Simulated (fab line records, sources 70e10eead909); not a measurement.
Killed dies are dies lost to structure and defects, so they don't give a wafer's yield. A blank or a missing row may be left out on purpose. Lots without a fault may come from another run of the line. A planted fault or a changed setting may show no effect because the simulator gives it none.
A struck lot beside a sound one | flow nand_harc | 16 steps out of a route of 1302
Sound: wafers L765.1, L765.4, L765.6. Struck: wafers L774.1, L774.2, L774.5. The cause comes at the end.
At each step with rows: each side's tool, then ch and its chambers, then its first start. Under that, the readings that differ: sound wafers | struck wafers | difference of the means | sigmas: that difference in standard deviations of wafers without a fault.
alike: readings whose means differ by less than 2 such deviations, and words and numbers that are the same on both sides. not compared: withheld readings, readings that some wafer has no value for, bounds like >300 that may hide the same value, and numbers for which the record gives no deviation and whose values overlap.
The two part at a step that has a row with sigmas, a row that says differs or no value, or rows on one side only. Numbers that don't overlap but have no deviation are shown without sigmas and don't part them. A reading that every wafer of one side lacks parts them only if that side has two wafers or more.

NHARC_A_ONON_D2_THK_MEAS_11: measures by ellipsometry.
  sound on film_metro-02, day 14 18:54; struck on film_metro-02, day 18 23:47
  alike: thk_nm
then, 1 step without rows for these wafers: NHARC_A_ONON_D2_DEP_12 (target thk 1000 nm).
NHARC_A_ONON_D2_THK_MEAS_14: measures by ellipsometry.
  sound on film_metro-01, day 14 19:29; struck on film_metro-01, day 19 00:21
  alike: thk_nm
then, 2 steps without rows for these wafers: NHARC_A_ONON_D2_ANNEAL_15 (time 3600 s); NHARC_A_ONON_D2_DEP_16 (target thk 1000 nm).
NHARC_A_ONON_D2_THK_MEAS_18: measures by ellipsometry.
  sound on film_metro-02, day 15 02:53; struck on film_metro-02, day 19 09:38
  alike: thk_nm
then, 1 step without rows for these wafers: NHARC_A_ONON_D2_DEP_19 (target thk 1000 nm).
NHARC_A_ONON_D2_THK_MEAS_21: measures by ellipsometry.
  sound on film_metro-02, day 15 03:28; struck on film_metro-01, day 19 10:11
  alike: thk_nm
then, 1 step without rows for these wafers: NHARC_A_ONON_D2_DEP_22 (target thk 1000 nm).
NHARC_A_ONON_D2_THK_MEAS_24: measures by ellipsometry.
  sound on film_metro-01, day 15 04:02; struck on film_metro-02, day 19 10:46
  alike: thk_nm
then, 1 step without rows for these wafers: NHARC_A_ONON_D2_DEP_25 (target thk 1000 nm).
NHARC_A_ONON_D2_THK_MEAS_27: measures by ellipsometry.
  sound on film_metro-02, day 15 04:36; struck on film_metro-02, day 19 11:19
  alike: thk_nm
NHARC_A_ONON_D2_DEP_28: target thk 1000 nm.
  sound on pecvd_onon-03 ch 0, day 15 04:40; struck on pecvd_onon-03 ch 0, day 19 11:23
NHARC_A_ONON_D2_THK_MEAS_30: measures by ellipsometry.
  sound on film_metro-02, day 15 05:10; struck on film_metro-02, day 19 11:53
  reading     | sound          | struck         | difference | sigmas
  thk_nm (nm) | 1003 1005 1003 | 1509 1510 1509 | +506       | +51
NHARC_A_ONON_D2_DEP_33: deposits SiO2, target thk 200 nm.
  sound on pecvd-04 ch 0,1,2, day 15 05:16; struck on pecvd-02 ch 1,2, day 19 11:56
  alike: heater_power_w, showerhead_vpp_V, throttle_valve_pct
-- the record jumps here: 11 days lie between the struck wafers' starts before and after (it left off in module A_ONON_D2 and takes up again in module END, whose first step shown is number 1302 of the route) --
NHARC_END_SORT_01:
  the record has rows for the struck wafers here (prober-01 ch 0, day 30 12:13) and none for the sound ones

WHERE THEY PART
First at NHARC_A_ONON_D2_THK_MEAS_30; last, within this record, at NHARC_END_SORT_01.

WHY: what the simulator had put in
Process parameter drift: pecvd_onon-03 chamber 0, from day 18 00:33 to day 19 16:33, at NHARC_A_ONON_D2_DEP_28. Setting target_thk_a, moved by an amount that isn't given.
